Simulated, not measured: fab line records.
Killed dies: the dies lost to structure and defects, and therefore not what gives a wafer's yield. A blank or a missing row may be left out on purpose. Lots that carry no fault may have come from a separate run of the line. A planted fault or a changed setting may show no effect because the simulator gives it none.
Matching of chambers + flow nand-harc + NHARC_A_STAIRCASE_TRIM_196 on rie-diel-11: 4 sister chambers
The step chemistry O2, time 211.2 s. 8 wafers are shown with their chamber, then 8 later ones without.

## WAFERS PAIRED WITH THEIR CHAMBERS
| wafer  | chamber | showerhead-plenum-p-Torr (Torr) | drypump-motor-current-A (A) |
|--------|---------|---------------------------------|-----------------------------|
| L083.1 | 2       | 3.40                            | 5.3                         |
| L083.2 | 1       | 3.49                            | 6.3                         |
| L085.3 | 1       | 3.49                            | 6.3                         |
| L085.6 | 2       | 3.40                            | 5.3                         |
| L086.2 | 3       | 3.77                            | 6.2                         |
| L086.3 | 0       | 3.74                            | 6.0                         |
| L086.6 | 0       | 3.74                            | 5.9                         |
| L092.1 | 3       | 3.75                            | 6.2                         |

## WAFERS WITH NO CHAMBER GIVEN
| wafer  | showerhead-plenum-p-Torr (Torr) | drypump-motor-current-A (A) |
|--------|---------------------------------|-----------------------------|
| L092.5 | 3.47                            | 6.3                         |
| L092.6 | 3.39                            | 5.3                         |
| L096.1 | 3.75                            | 6.2                         |
| L096.3 | 3.72                            | 6.0                         |
| L096.4 | 3.46                            | 6.3                         |
| L097.2 | 3.74                            | 6.2                         |
| L097.4 | 3.72                            | 6.0                         |
| L097.5 | 3.72                            | 6.0                         |

## WHICH CHAMBER EACH ONE RAN IN
| wafer  | from the rows above | in truth |
|--------|---------------------|----------|
| L092.5 | 1                   | 1        |
| L092.6 | 2                   | 2        |
| L096.1 | 3                   | 3        |
| L096.3 | 0                   | 0        |
| L096.4 | 1                   | 1        |
| L097.2 | 3                   | 3        |
| L097.4 | 0                   | 0        |
| L097.5 | 0                   | 0        |
8 of 8 placed correctly. Can't be placed from these rows: 0. Wrongly placed: 0.
How it was worked out, from the rows above alone: a wafer's distance from a chamber is the root of the sum, over the readings, of the square of ((its reading less the chamber's mean) divided by the reading's scatter). The wafer belongs to the nearest chamber; if the next one is less than 2 further off, it can't be placed. A chamber's mean is the mean of its shown wafers. How the scatter is found: for the shown wafers, subtract from each reading the mean of its chamber, square and add these, divide the total by (wafers less chambers), then take the root.
